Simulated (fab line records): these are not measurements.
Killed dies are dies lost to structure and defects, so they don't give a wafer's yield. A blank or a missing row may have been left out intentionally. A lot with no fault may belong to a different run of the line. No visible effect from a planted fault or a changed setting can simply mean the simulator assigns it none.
What tool caused it? :: flow n5 finfet :: 9 lots with 27 wafers sampled at 6 steps, on a route of 1938 steps

== WHAT THE GAUGES SHOWED, per wafer ==
N5_BEOL_M4_RC_MEAS_101. Usual: DIBL_N 36.4 mV/V, standard deviation 2.7; DIBL_P 36 mV/V, standard deviation 3.2; IOFF_N 0.16 nA/um, standard deviation 0.046; IOFF_P 0.21 nA/um, standard deviation 0.055; ION_N 677 uA/um, standard deviation 15; ION_P 464 uA/um, standard deviation 11; SS_N 71.5 mV/dec, standard deviation 0.79; SS_P 73.3 mV/dec, standard deviation 0.93; VT_N 250 mV, standard deviation 4.1; VT_P -251 mV, standard deviation 4.4.
lot: L588
measured: day 7 22:32
on: prober-02
DIBL_N (mV/V): 37.0 43.5 39.5
DIBL_P (mV/V): 35 44 38
IOFF_N (nA/um): 0.16 0.32 0.22
IOFF_P (nA/um): 0.21 0.42 0.29
ION_N (uA/um): 680 733 692
ION_P (uA/um): 467 500 479
SS_N (mV/dec): 71.0 72.7 71.5
SS_P (mV/dec): 73.8 76.2 73.5
VT_N (mV): 249 242 244
VT_P (mV): -249 -240 -245
flag: 

lot: L591
measured: day 9 14:45
on: prober-02
DIBL_N (mV/V): 31.4 36.5 35.3
DIBL_P (mV/V): 29 36 34
IOFF_N (nA/um): 0.09 0.17 0.14
IOFF_P (nA/um): 0.13 0.21 0.18
ION_N (uA/um): 648 691 677
ION_P (uA/um): 452 470 463
SS_N (mV/dec): 69.9 71.7 71.3
SS_P (mV/dec): 71.0 72.6 72.5
VT_N (mV): 256 246 252
VT_P (mV): -257 -249 -253
flag: 

lot: L592
measured: day 10 00:55
on: prober-02
DIBL_N (mV/V): 32.8 35.5 34.9
DIBL_P (mV/V): 32 35 34
IOFF_N (nA/um): 0.11 0.15 0.14
IOFF_P (nA/um): 0.14 0.19 0.16
ION_N (uA/um): 648 673 696
ION_P (uA/um): 457 457 462
SS_N (mV/dec): 70.1 70.9 72.1
SS_P (mV/dec): 72.0 72.6 73.0
VT_N (mV): 253 249 250
VT_P (mV): -255 -253 -255
flag: 

lot: L593
measured: day 10 10:13
on: prober-02
DIBL_N (mV/V): 31.4 31.9 34.2
DIBL_P (mV/V): 30 31 34
IOFF_N (nA/um): 0.10 0.11 0.12
IOFF_P (nA/um): 0.14 0.14 0.17
ION_N (uA/um): 677 659 652
ION_P (uA/um): 464 458 451
SS_N (mV/dec): 70.5 70.4 71.1
SS_P (mV/dec): 72.7 72.8 73.1
VT_N (mV): 257 256 257
VT_P (mV): -254 -254 -257
flag: 

lot: L599
measured: day 11 09:40
on: prober-02
DIBL_N (mV/V): 35.0 33.4 32.7
DIBL_P (mV/V): 36 34 33
IOFF_N (nA/um): 0.17 0.15 0.13
IOFF_P (nA/um): 0.21 0.20 0.17
ION_N (uA/um): 704 691 668
ION_P (uA/um): 478 471 460
SS_N (mV/dec): 71.3 70.3 70.5
SS_P (mV/dec): 73.8 72.8 72.9
VT_N (mV): 246 246 249
VT_P (mV): -248 -248 -253
flag: 

lot: L601
measured: day 11 17:33
on: prober-02
DIBL_N (mV/V): 33.3 38.7 36.7
DIBL_P (mV/V): 34 39 35
IOFF_N (nA/um): 0.12 0.24 0.18
IOFF_P (nA/um): 0.18 0.25 0.19
ION_N (uA/um): 656 684 653
ION_P (uA/um): 454 456 445
SS_N (mV/dec): 71.3 72.1 72.6
SS_P (mV/dec): 73.1 75.0 73.5
VT_N (mV): 254 244 252
VT_P (mV): -254 -251 -254
flag: 

lot: L608
measured: day 14 04:37
on: prober-02
DIBL_N (mV/V): 36.8 37.1 37.0
DIBL_P (mV/V): 37 38 38
IOFF_N (nA/um): 0.19 0.20 0.17
IOFF_P (nA/um): 0.23 0.23 0.23
ION_N (uA/um): 697 694 673
ION_P (uA/um): 475 466 466
SS_N (mV/dec): 71.2 71.2 71.6
SS_P (mV/dec): 72.9 73.8 74.1
VT_N (mV): 246 246 247
VT_P (mV): -248 -253 -251
flag: 

lot: L609
measured: day 14 07:22
on: prober-02
DIBL_N (mV/V): 40.0 36.7 41.0
DIBL_P (mV/V): 38 34 40
IOFF_N (nA/um): 0.21 0.14 0.23
IOFF_P (nA/um): 0.22 0.16 0.25
ION_N (uA/um): 677 659 689
ION_P (uA/um): 457 448 467
SS_N (mV/dec): 72.4 71.2 72.3
SS_P (mV/dec): 73.5 72.5 74.2
VT_N (mV): 249 253 247
VT_P (mV): -253 -257 -252
flag: 

lot: L610
measured: day 14 07:26
on: prober-01
DIBL_N (mV/V): 28.6 32.5 32.1
DIBL_P (mV/V): 29 32 33
IOFF_N (nA/um): 0.06 0.11 0.11
IOFF_P (nA/um): 0.09 0.12 0.13
ION_N (uA/um): 633 658 677
ION_P (uA/um): 435 440 462
SS_N (mV/dec): 70.3 71.0 70.6
SS_P (mV/dec): 70.7 71.9 71.7
VT_N (mV): 264 256 253
VT_P (mV): -265 -259 -259
flag: 

== TOOL THAT RAN EACH LOT (tool first, then ch and the chambers of the sampled wafers, then the start) ==
lot: L588
N5_FIN_SAQP_PECVD_47: pecvd-02 ch 0,1, day 2 04:26
N5_FIN_SAQP_RECESS_75: vapor etch-02 ch 0,1, day 2 05:58
N5_FIN_SAQP_ETCH_57: rie diel-06 ch 1,2, day 2 07:44
N5_FIN_SAQP_MANDREL_ETCH_58: rie si-01 ch 1,2, day 2 07:52
N5_FIN_SAQP_RECESS_71: vapor etch-01 ch 0,1, day 2 08:34

lot: L591
N5_FIN_SAQP_PECVD_47: pecvd-01 ch 0,1,2, day 2 20:57
N5_FIN_SAQP_RECESS_75: vapor etch-01 ch 0,1, day 2 23:01
N5_FIN_SAQP_ETCH_57: rie diel-06 ch 0,1,2, day 3 00:48
N5_FIN_SAQP_MANDREL_ETCH_58: rie si-01 ch 1,2,3, day 3 00:56
N5_FIN_SAQP_RECESS_71: vapor etch-02 ch 0,1, day 3 01:38

lot: L592
N5_FIN_SAQP_PECVD_47: pecvd-03 ch 0,1,2, day 3 02:50
N5_FIN_SAQP_RECESS_75: vapor etch-01 ch 1, day 3 04:29
N5_FIN_SAQP_ETCH_57: rie diel-04 ch 0,3, day 3 06:22
N5_FIN_SAQP_MANDREL_ETCH_58: rie si-02 ch 0,3, day 3 06:30
N5_FIN_SAQP_RECESS_71: vapor etch-02 ch 1, day 3 07:19

lot: L593
N5_FIN_SAQP_PECVD_47: pecvd-03 ch 0,2, day 3 10:14
N5_FIN_SAQP_RECESS_75: vapor etch-01 ch 0, day 3 11:58
N5_FIN_SAQP_ETCH_57: rie diel-06 ch 0,2,3, day 3 13:41
N5_FIN_SAQP_MANDREL_ETCH_58: rie si-02 ch 2,3, day 3 13:49
N5_FIN_SAQP_RECESS_71: vapor etch-01 ch 0,1, day 3 14:31

lot: L599
N5_FIN_SAQP_PECVD_47: pecvd-03 ch 0,1,2, day 4 20:43
N5_FIN_SAQP_RECESS_75: vapor etch-01 ch 0,1, day 4 22:23
N5_FIN_SAQP_ETCH_57: rie diel-06 ch 0,2,3, day 5 00:04
N5_FIN_SAQP_MANDREL_ETCH_58: rie si-03 ch 0,2,3, day 5 00:13
N5_FIN_SAQP_RECESS_71: vapor etch-01 ch 0,1, day 5 00:56

lot: L601
N5_FIN_SAQP_PECVD_47: pecvd-03 ch 0,2, day 5 08:50
N5_FIN_SAQP_RECESS_75: vapor etch-01 ch 0,1, day 5 10:36
N5_FIN_SAQP_ETCH_57: rie diel-04 ch 0,1,3, day 5 12:34
N5_FIN_SAQP_MANDREL_ETCH_58: rie si-01 ch 0,1,3, day 5 12:42
N5_FIN_SAQP_RECESS_71: vapor etch-01 ch 0,1, day 5 13:37

lot: L608
N5_FIN_SAQP_PECVD_47: pecvd-02 ch 0,1,2, day 7 04:04
N5_FIN_SAQP_RECESS_75: vapor etch-01 ch 0,1, day 7 05:59
N5_FIN_SAQP_ETCH_57: rie diel-04 ch 0,1,2, day 7 07:38
N5_FIN_SAQP_MANDREL_ETCH_58: rie si-03 ch 0,2,3, day 7 07:47
N5_FIN_SAQP_RECESS_71: vapor etch-02 ch 0,1, day 7 08:28

lot: L609
N5_FIN_SAQP_PECVD_47: pecvd-01 ch 0,1,2, day 7 10:21
N5_FIN_SAQP_RECESS_75: vapor etch-01 ch 0,1, day 7 12:13
N5_FIN_SAQP_ETCH_57: rie diel-06 ch 1,2, day 7 13:50
N5_FIN_SAQP_MANDREL_ETCH_58: rie si-01 ch 0,2,3, day 7 13:58
N5_FIN_SAQP_RECESS_71: vapor etch-02 ch 0,1, day 7 14:43

lot: L610
N5_FIN_SAQP_PECVD_47: pecvd-02 ch 0,1, day 7 15:02
N5_FIN_SAQP_RECESS_75: vapor etch-02 ch 0,1, day 7 16:40
N5_FIN_SAQP_ETCH_57: rie diel-01 ch 0,2,3, day 7 18:01
N5_FIN_SAQP_MANDREL_ETCH_58: rie si-03 ch 1,2,3, day 7 18:10
N5_FIN_SAQP_RECESS_71: vapor etch-01 ch 0,1, day 7 19:04
- N5_FIN_SAQP_PECVD_47: deposits a-Si from SiH4/He, target thk 45 nm, time 36.3 s.
- N5_FIN_SAQP_RECESS_75: chemistry HF/NH3, target SiO2, target depth 14.4 nm, afs cycles 3, sublimation time 60 s.
- N5_FIN_SAQP_ETCH_57: etches SiNx in CH3F/O2, target depth 32.5 nm, time 46.4 s.
- N5_FIN_SAQP_MANDREL_ETCH_58: etches a-Si in HBr/Cl2, stops on SiNx, target depth 45 nm, bt time 10 s, time 27 s.
- N5_FIN_SAQP_RECESS_71: chemistry HF/NH3, target SiO2, target depth 3 nm, afs cycles 1, sublimation time 60 s.

== AS READ BY THE TOOLS THEMSELVES (means over the sampled wafers that have a number; for cases with no such wafer, the mark the record gives instead) ==
N5_FIN_SAQP_PECVD_47. Usual: heater power w 841 W, standard deviation 110; showerhead plenum p Torr 5.66 Torr, standard deviation 0.041; showerhead vpp V 617 V, standard deviation 27; throttle valve pct 18.0 %, standard deviation 0.81.
lot: L588
tool: pecvd-02
heater power w (W): 717
showerhead plenum p Torr (Torr): 5.64
showerhead vpp V (V): 585
throttle valve pct (%): 18.8
flag: 

lot: L591
tool: pecvd-01
heater power w (W): 896
showerhead plenum p Torr (Torr): 5.66
showerhead vpp V (V): 614
throttle valve pct (%): 17.6
flag: 

lot: L592
tool: pecvd-03
heater power w (W): 779
showerhead plenum p Torr (Torr): 5.66
showerhead vpp V (V): 626
throttle valve pct (%): 17.8
flag: 

lot: L593
tool: pecvd-03
heater power w (W): 710
showerhead plenum p Torr (Torr): 5.67
showerhead vpp V (V): 613
throttle valve pct (%): 17.3
flag: 

lot: L599
tool: pecvd-03
heater power w (W): 774
showerhead plenum p Torr (Torr): 5.66
showerhead vpp V (V): 627
throttle valve pct (%): 17.8
flag: 

lot: L601
tool: pecvd-03
heater power w (W): 679
showerhead plenum p Torr (Torr): 5.66
showerhead vpp V (V): 624
throttle valve pct (%): 17.4
flag: 

lot: L608
tool: pecvd-02
heater power w (W): 743
showerhead plenum p Torr (Torr): 5.65
showerhead vpp V (V): 613
throttle valve pct (%): 18.4
flag: 

lot: L609
tool: pecvd-01
heater power w (W): 921
showerhead plenum p Torr (Torr): 5.68
showerhead vpp V (V): 615
throttle valve pct (%): 17.8
flag: 

lot: L610
tool: pecvd-02
heater power w (W): 781
showerhead plenum p Torr (Torr): 5.64
showerhead vpp V (V): 605
throttle valve pct (%): 19.4
flag: 

N5_FIN_SAQP_RECESS_75. Usual: 5.9 A for drypump motor current A, sd 0.38.
lot: L588
tool: vapor etch-02
drypump motor current A (A): 5.6
flag: 

lot: L591
tool: vapor etch-01
drypump motor current A (A): 6.2
flag: 

lot: L592
tool: vapor etch-01
drypump motor current A (A): 6.5
flag: 

lot: L593
tool: vapor etch-01
drypump motor current A (A): 5.6
flag: 

lot: L599
tool: vapor etch-01
drypump motor current A (A): 6.2
flag: 

lot: L601
tool: vapor etch-01
drypump motor current A (A): 5.9
flag: 

lot: L608
tool: vapor etch-01
drypump motor current A (A): 6.2
flag: 

lot: L609
tool: vapor etch-01
drypump motor current A (A): 5.9
flag: 

lot: L610
tool: vapor etch-02
drypump motor current A (A): 5.7
flag: 

N5_FIN_SAQP_ETCH_57. Usual: O2_flow_sccm 20.00 sccm, standard deviation 0.056; drypump motor current A 5.6 A, standard deviation 0.43; etch rf on time s 46.0 s, standard deviation 1.3; oes product au 0.69 a.u., standard deviation 0.078; rf vpp V 294 V, standard deviation 8.2; showerhead plenum p Torr 2.00 Torr, standard deviation 0.067; throttle valve pct 16.26 %, standard deviation 0.21.
lot: L588
tool: rie diel-06
O2_flow_sccm (sccm): 19.97
drypump motor current A (A): 6.2
etch rf on time s (s): 45.7
oes product au (a.u.): 0.69
rf vpp V (V): 286
showerhead plenum p Torr (Torr): 1.94
throttle valve pct (%): 16.34
flag: 

lot: L591
tool: rie diel-06
O2_flow_sccm (sccm): 20.03
drypump motor current A (A): 5.8
etch rf on time s (s): 45.3
oes product au (a.u.): 0.69
rf vpp V (V): 289
showerhead plenum p Torr (Torr): 2.00
throttle valve pct (%): 16.24
flag: 

lot: L592
tool: rie diel-04
O2_flow_sccm (sccm): 20.02
drypump motor current A (A): 5.7
etch rf on time s (s): 47.1
oes product au (a.u.): 0.73
rf vpp V (V): 290
showerhead plenum p Torr (Torr): 1.95
throttle valve pct (%): 16.17
flag: 

lot: L593
tool: rie diel-06
O2_flow_sccm (sccm): 20.02
drypump motor current A (A): 5.4
etch rf on time s (s): 45.9
oes product au (a.u.): 0.75
rf vpp V (V): 290
showerhead plenum p Torr (Torr): 2.03
throttle valve pct (%): 16.14
flag: 

lot: L599
tool: rie diel-06
O2_flow_sccm (sccm): 19.97
drypump motor current A (A): 5.3
etch rf on time s (s): 45.8
oes product au (a.u.): 0.73
rf vpp V (V): 290
showerhead plenum p Torr (Torr): 2.03
throttle valve pct (%): 16.17
flag: 

lot: L601
tool: rie diel-04
O2_flow_sccm (sccm): 19.98
drypump motor current A (A): 5.7
etch rf on time s (s): 46.3
oes product au (a.u.): 0.67
rf vpp V (V): 296
showerhead plenum p Torr (Torr): 1.99
throttle valve pct (%): 16.38
flag: 

lot: L608
tool: rie diel-04
O2_flow_sccm (sccm): 19.98
drypump motor current A (A): 5.9
etch rf on time s (s): 46.6
oes product au (a.u.): 0.62
rf vpp V (V): 297
showerhead plenum p Torr (Torr): 1.99
throttle valve pct (%): 16.28
flag: 

lot: L609
tool: rie diel-06
O2_flow_sccm (sccm): 20.00
drypump motor current A (A): 6.0
etch rf on time s (s): 45.1
oes product au (a.u.): 0.76
rf vpp V (V): 294
showerhead plenum p Torr (Torr): 2.06
throttle valve pct (%): 16.13
flag: 

lot: L610
tool: rie diel-01
O2_flow_sccm (sccm): 19.96
drypump motor current A (A): 5.6
etch rf on time s (s): 45.3
oes product au (a.u.): 0.69
rf vpp V (V): 297
showerhead plenum p Torr (Torr): 2.00
throttle valve pct (%): 16.21
flag: 

N5_FIN_SAQP_MANDREL_ETCH_58. Usual: drypump motor current A 5.6 A, standard deviation 0.53; oes product au 0.697 a.u., standard deviation 0.014; throttle valve pct 35.5 %, standard deviation 0.44.
lot: L588
tool: rie si-01
drypump motor current A (A): 5.6
oes product au (a.u.): 0.684
throttle valve pct (%): 36.0
flag: 

lot: L591
tool: rie si-01
drypump motor current A (A): 5.3
oes product au (a.u.): 0.680
throttle valve pct (%): 35.9
flag: 

lot: L592
tool: rie si-02
drypump motor current A (A): 5.7
oes product au (a.u.): 0.704
throttle valve pct (%): 35.7
flag: 

lot: L593
tool: rie si-02
drypump motor current A (A): 5.1
oes product au (a.u.): 0.707
throttle valve pct (%): 35.2
flag: 

lot: L599
tool: rie si-03
drypump motor current A (A): 5.9
oes product au (a.u.): 0.667
throttle valve pct (%): 35.3
flag: 

lot: L601
tool: rie si-01
drypump motor current A (A): 5.5
oes product au (a.u.): 0.663
throttle valve pct (%): 35.8
flag: 

lot: L608
tool: rie si-03
drypump motor current A (A): 5.9
oes product au (a.u.): 0.695
throttle valve pct (%): 35.3
flag: 

lot: L609
tool: rie si-01
drypump motor current A (A): 5.5
oes product au (a.u.): 0.696
throttle valve pct (%): 35.8
flag: 

lot: L610
tool: rie si-03
drypump motor current A (A): 5.5
oes product au (a.u.): 0.703
throttle valve pct (%): 35.2
flag: 

N5_FIN_SAQP_RECESS_71. Usual: 5.9 A for drypump motor current A, sd 0.4.
lot: L588
tool: vapor etch-01
drypump motor current A (A): 6.2
flag: 

lot: L591
tool: vapor etch-02
drypump motor current A (A): 5.6
flag: 

lot: L592
tool: vapor etch-02
drypump motor current A (A): 5.8
flag: 

lot: L593
tool: vapor etch-01
drypump motor current A (A): 6.2
flag: 

lot: L599
tool: vapor etch-01
drypump motor current A (A): 6.2
flag: 

lot: L601
tool: vapor etch-01
drypump motor current A (A): 5.9
flag: 

lot: L608
tool: vapor etch-02
drypump motor current A (A): 5.7
flag: 

lot: L609
tool: vapor etch-02
drypump motor current A (A): 5.7
flag: 

lot: L610
tool: vapor etch-01
drypump motor current A (A): 5.9
flag: 

== THE ANSWER, worked out from the rows above alone ==
Rule: a lot is off if the mean of its wafers that have a number lies more than 3 standard deviations from the usual mean. Also off: a lot with no number at a reading for which 4 or more lots have one. The other lots that the step has rows for count as sound. The gauges are gone through in route order, then the tools' own readings, and for those a lot's mean is taken as printed above. At the first step where some lot is off, the reading lying furthest off is the one used; lots without a number count as furthest.
Across all readings shown, no lot is off: no conclusion can be drawn from this.

== WHAT THE SIMULATOR PUT IN ==
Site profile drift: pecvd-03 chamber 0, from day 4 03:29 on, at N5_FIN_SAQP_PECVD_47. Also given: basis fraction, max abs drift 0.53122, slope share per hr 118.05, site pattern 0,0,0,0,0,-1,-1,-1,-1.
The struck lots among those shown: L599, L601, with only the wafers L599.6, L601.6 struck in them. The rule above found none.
